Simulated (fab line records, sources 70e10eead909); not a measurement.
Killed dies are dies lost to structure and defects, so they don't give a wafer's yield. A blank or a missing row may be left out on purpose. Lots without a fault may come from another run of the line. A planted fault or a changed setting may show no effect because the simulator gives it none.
fab line records | flow nand_harc | part 2 of 2: steps 26 to 31 of 31
record lots=5 wafers=15 last_day=32
route steps=1302 shown A_ONON_D2@561 A_CHANNEL_HOLE_D2@570
lots that met no fault: from a run of the same line without faults
start_h: hours from the record's first day to the start of the lot's first wafer shown | wait_h: hours since the lot's step before | " the same as in the row above | L1.1+2: a row that stands for several wafers | - no value, or no start given | * or withheld: withheld | < > ~ a bound
route shown NAME@n: a module of which the file shows steps, and the number in the route of the first | usual: mean/standard deviation of fault-free wafers | same: alike in all rows | chamber/n: place in a boat | sites: the reading at each site | _std_site: their standard deviation | _edge_site: outer sites' mean less inner sites' | radius_mm: how far each site lies from the wafer's centre | mask NAME#n: copy n | behind: the tool/chamber that last shaped the wafer | hold: why the lot was held/for how many hours/how that ended | device: the transistor (n, p or np) that didn't switch | end of line: the same wafers' tests at the end of the route | a step without rows: its recipe alone | killed: dies lost to structure and defects at the first sort, not the wafer's yield | map: a wafer's dies, x killed, . not, _ none there
set.NAME: the setting as run; set.NAME@STEP: as run at that earlier step | model.NAME: the simulator's own value behind a step, which no gauge read
lots at some steps of the route; a table a step, a row a wafer
services: from which hour (start_h, from the record's first day; less than 0 if before it) a tool's chamber was out of use, for how many hours, and why
## steps
# step NHARC_A_CHANNEL_HOLE_D2_ETCH_39
# recipe target_depth_a=2600 over_etch_frac=0.3 time_s=325 ion_energy_ev=200 n2_flow_sccm=150 h2_flow_sccm=150 ar_flow_sccm=0 rf_w=400 bias_w=150 chemistry=N2/H2
# usual drypump_motor_current_A=5.6/0.54 oes_product_au=1.002/0.01 rf_vpp_V=431.6/2.2 showerhead_plenum_p_Torr=2.08/0.078 throttle_valve_pct=14.172/0.0096
# columns lot.wafer tool chamber start_h wait_h drypump_motor_current_A oes_product_au rf_hours_counter_h rf_vpp_V showerhead_plenum_p_Torr throttle_valve_pct
L075.4 rie_diel-10 0 - - 4.9 1.014 3 429.9 2.02 14.173
L075.2 " 2 " " 6.1 1.005 2 430.6 2.05 14.162
L075.3 " 3 " " 5.0 0.989 3 432.5 2.13 14.191
L079.4 rie_diel-01 1 - - 5.2 1.021 6 434.8 2.19 14.177
L079.3 " 3 " " 5.9 1.003 5 426.8 1.91 14.154
L079.5 " 1 " " 5.2 1.017 - 433.9 2.19 14.173
L089.4 rie_diel-01 1 - - 5.2 1.023 2 434.4 2.19 14.176
L089.6 " 1 " " 5.3 1.012 - 435.0 2.19 14.143
L089.5 " 2 " " 5.8 0.986 - 430.4 1.98 14.181
L088.1 rie_diel-10 3 - - 5.0 1.005 0 432.7 2.13 14.171
L088.2 " 1 " " 5.7 0.988 0 432.5 2.13 14.174
L088.5 " 3 " " 5.0 0.990 - 433.3 2.13 14.181
L092.3 rie_diel-13 2 - - 6.6 0.997 12 433.2 2.14 14.169
L092.1 " 3 " " 6.2 1.002 8 430.2 1.98 14.157
L092.5 " 1 " " 4.9 1.019 - 432.8 2.17 14.155
# step NHARC_A_CHANNEL_HOLE_D2_ETCH_34
# recipe target_depth_a=1540 time_s=77 cf4_flow_sccm=100 chf3_flow_sccm=30 ar_flow_sccm=0 rf_w=500 bias_w=200 chemistry=CF4/CHF3
# usual drypump_motor_current_A=5.6/0.55 oes_product_au=0.963/0.018 rf_vpp_V=371.7/1.9 showerhead_plenum_p_Torr=1.61/0.054 throttle_valve_pct=16.801/0.0096
# columns lot.wafer tool chamber start_h wait_h drypump_motor_current_A oes_product_au rf_hours_counter_h rf_vpp_V showerhead_plenum_p_Torr throttle_valve_pct
L075.3 rie_diel-10 0 - - 4.9 0.979 4 370.7 1.56 16.813
L075.2 " 2 " " 6.1 0.966 2 372.0 1.58 16.821
L075.4 " 3 " " 5.0 0.967 3 372.1 1.64 16.805
L079.4 rie_diel-01 0 - - 6.2 0.975 5 372.2 1.65 16.796
L079.3 " 3 " " 5.8 0.979 5 368.3 1.48 16.795
L079.5 " 0 " " 6.2 0.976 - 373.8 1.65 16.801
L089.4 rie_diel-01 3 - - 5.9 0.973 2 367.6 1.48 16.783
L089.5 " 1 " " 5.2 0.995 - 372.4 1.68 16.801
L089.6 " 2 " " 5.9 0.961 - 369.7 1.53 16.805
L088.1 rie_diel-10 2 - - 6.1 0.964 0 369.9 1.58 16.787
L088.2 " 3 " " 5.0 0.978 0 372.7 1.64 16.785
L088.5 " 0 " " 4.9 0.991 - 370.2 1.56 16.799
L092.1 rie_diel-13 0 - - 5.7 0.948 11 369.9 1.56 16.793
L092.3 " 1 " " 4.9 0.932 11 374.1 1.66 16.803
L092.5 " 2 " " 6.5 0.931 - 372.4 1.64 16.802
# step NHARC_A_CHANNEL_HOLE_D2_ETCH_16
# recipe target_depth_a=31000 over_etch_frac=0.3 time_s=806 ion_energy_ev=150 o2_flow_sccm=400 cos_flow_sccm=20 ar_flow_sccm=0 rf_w=500 bias_w=300 chemistry=O2/COS
# usual drypump_motor_current_A=5.6/0.54 oes_product_au=1.003/0.011 rf_vpp_V=315.1/1.7 showerhead_plenum_p_Torr=3.18/0.11 throttle_valve_pct=28.330/0.0095
# columns lot.wafer tool chamber start_h wait_h drypump_motor_current_A oes_product_au rf_hours_counter_h rf_vpp_V showerhead_plenum_p_Torr throttle_valve_pct
L075.4 rie_diel-10 1 - - 5.7 0.994 3 317.1 3.25 28.328
L075.3 " 3 " " 5.1 1.000 3 317.4 3.25 28.329
L075.2 " 0 " " 4.9 1.006 4 314.1 3.10 28.322
L079.4 rie_diel-01 2 - - 5.9 0.994 5 312.8 3.04 28.341
L079.3 " 0 " " 6.2 1.019 5 316.4 3.28 28.340
L079.5 " 2 " " 5.9 0.991 - 313.4 3.04 28.326
L089.4 rie_diel-01 3 - - 5.9 1.009 2 309.8 2.94 28.309
L089.5 " 1 " " 5.2 1.005 - 316.1 3.33 28.330
L089.6 " 2 " " 5.8 0.969 - 311.7 3.04 28.322
L088.1 rie_diel-10 3 - - 5.0 0.996 0 315.4 3.25 28.331
L088.2 " 2 " " 6.1 1.001 0 314.3 3.13 28.348
L088.5 " 3 " " 5.0 0.993 - 314.1 3.25 28.335
L092.1 rie_diel-13 2 - - 6.6 1.001 12 315.5 3.26 28.329
L092.3 " 3 " " 6.3 0.991 8 313.8 3.03 28.313
L092.5 " 1 " " 4.9 0.998 - 316.5 3.30 28.340
# step NHARC_A_CHANNEL_HOLE_D2_CD_MEAS_18
# usual cd_nm=99.7/2.9
# columns lot.wafer tool chamber start_h wait_h cd_nm
L075.2 cd_sem-03 - 295.47 - 96.8
L075.3 " - " " 94.3
L075.4 " - " " 102.9
L079.3 cd_sem-01 - 347.60 - 99.5
L079.4 " - " " 100.7
L079.5 " - " " 101.1
L089.4 cd_sem-02 - 437.57 - 101.7
L089.5 " - " " 97.8
L089.6 " - " " 101.4
L088.1 cd_sem-03 - 438.21 - 99.2
L088.2 " - " " 100.7
L088.5 " - " " 96.7
L092.1 cd_sem-01 - 476.73 - 100.3
L092.3 " - " " 102.2
L092.5 " - " " 95.2
# step NHARC_A_CHANNEL_HOLE_D2_ETCH_19
# recipe bias_v=1200 source_w=2500 pressure_mtorr=15 time_s=34.5 ar_flow_sccm=375 c4f8_flow_sccm=28.8 o2_flow_sccm=96.2 temp_c=-20 target_depth_a=* chemistry=C4F8/O2/Ar
# usual drypump_motor_current_A=5.7/0.36 showerhead_plenum_p_Torr=3.72/0.13 throttle_valve_pct=37.038/0.01
# columns lot.wafer tool chamber start_h wait_h drypump_motor_current_A rf_hours_counter_h showerhead_plenum_p_Torr throttle_valve_pct
L075.2 har_etch-02 0 295.54 0.1 5.7 360 3.70 37.034
L075.4 " 0 " " 5.8 - 3.70 37.053
L075.3 " 1 " " 5.7 - 3.98 37.015
L079.3 har_etch-01 0 347.71 0.1 6.1 - 3.63 37.021
L079.4 " 1 " " 5.1 - 3.72 37.038
L079.5 " 0 " " 6.1 - 3.63 37.036
L089.4 har_etch-01 0 437.69 0.1 6.1 - 3.60 37.040
L089.6 " 1 " " 5.1 - 3.69 37.047
L089.5 " 0 " " 6.1 - 3.60 37.045
L088.1 har_etch-02 1 439.55 1.3 5.7 27 3.94 37.045
L088.2 " 0 " " 5.7 27 3.66 37.032
L088.5 " 0 " " 5.7 - 3.66 37.054
L092.1 har_etch-02 1 480.52 3.8 5.7 53 3.92 37.030
L092.3 " 0 " " 5.7 - 3.65 37.014
L092.5 " 1 " " 5.7 - 3.92 37.034
# step NHARC_A_CHANNEL_HOLE_D2_ETCH_20
# recipe bias_v=3000 source_w=withheld pressure_mtorr=20 time_s=361.9 ar_flow_sccm=375 c4f8_flow_sccm=89.3 o2_flow_sccm=35.7 temp_c=-20 target_depth_a=16000 chemistry=C4F8/O2/Ar
# usual drypump_motor_current_A=5.6/0.36 showerhead_plenum_p_Torr=3.68/0.13 throttle_valve_pct=32.156/0.0095
# columns lot.wafer tool chamber start_h wait_h drypump_motor_current_A rf_hours_counter_h showerhead_plenum_p_Torr throttle_valve_pct
L075.2 har_etch-02 0 295.65 0.1 5.7 360 3.66 32.155
L075.4 " 0 " " 5.7 - 3.66 32.147
L075.3 " 1 " " 5.7 - 3.93 32.161
L079.3 har_etch-01 0 347.88 0.2 6.1 - 3.59 32.143
L079.4 " 1 " " 5.1 - 3.68 32.178
L079.5 " 0 " " 6.1 - 3.59 32.177
L089.4 har_etch-01 0 437.90 0.2 6.1 - 3.56 32.174
L089.6 " 1 " " 5.1 - 3.65 32.154
L089.5 " 0 " " 6.1 - 3.56 32.152
L088.1 har_etch-02 1 439.66 0.1 5.7 27 3.89 32.160
L088.2 " 0 " " 5.8 27 3.62 32.162
L088.5 " 0 " " 5.7 - 3.62 32.163
L092.1 har_etch-02 1 480.66 0.1 5.7 53 3.87 32.183
L092.3 " 0 " " 5.7 - 3.61 32.164
L092.5 " 1 " " 5.7 - 3.87 32.139
## services
# columns tool chamber start_h hours kind
rie_diel-13 2 290.62 6.3 repair
rie_diel-01 2 294.55 8.8 repair
pecvd-02 2 297.35 2.5 repair
rie_diel-13 3 305.49 14.4 repair
rie_diel-01 - 307.05 0.8 repair
pecvd_onon-04 - 311.23 13.0 pm
rie_diel-10 1 321.33 4.5 repair
litho_track-01 - 330.00 7.0 pm
rie_diel-13 - 342.00 9.0 pm
litho_track-06 - 354.00 7.0 pm
rie_diel-13 1 371.13 10.2 repair
har_etch-02 - 377.00 17.0 pm
litho_track-04 - 378.00 7.0 pm
rie_diel-01 - 380.80 9.0 pm
rie_diel-13 0 389.74 9.9 repair
rie_diel-10 0 394.16 1.9 repair
rie_diel-10 3 400.42 5.2 repair
rie_diel-13 3 405.95 9.0 repair
pecvd-02 - 408.29 13.0 pm
rie_diel-10 - 419.57 9.0 pm
rie_diel-10 - 434.50 1.1 repair
rie_diel-13 3 445.21 13.6 repair
rie_diel-01 - 475.02 0.2 repair
rie_diel-01 - 479.74 0.3 repair
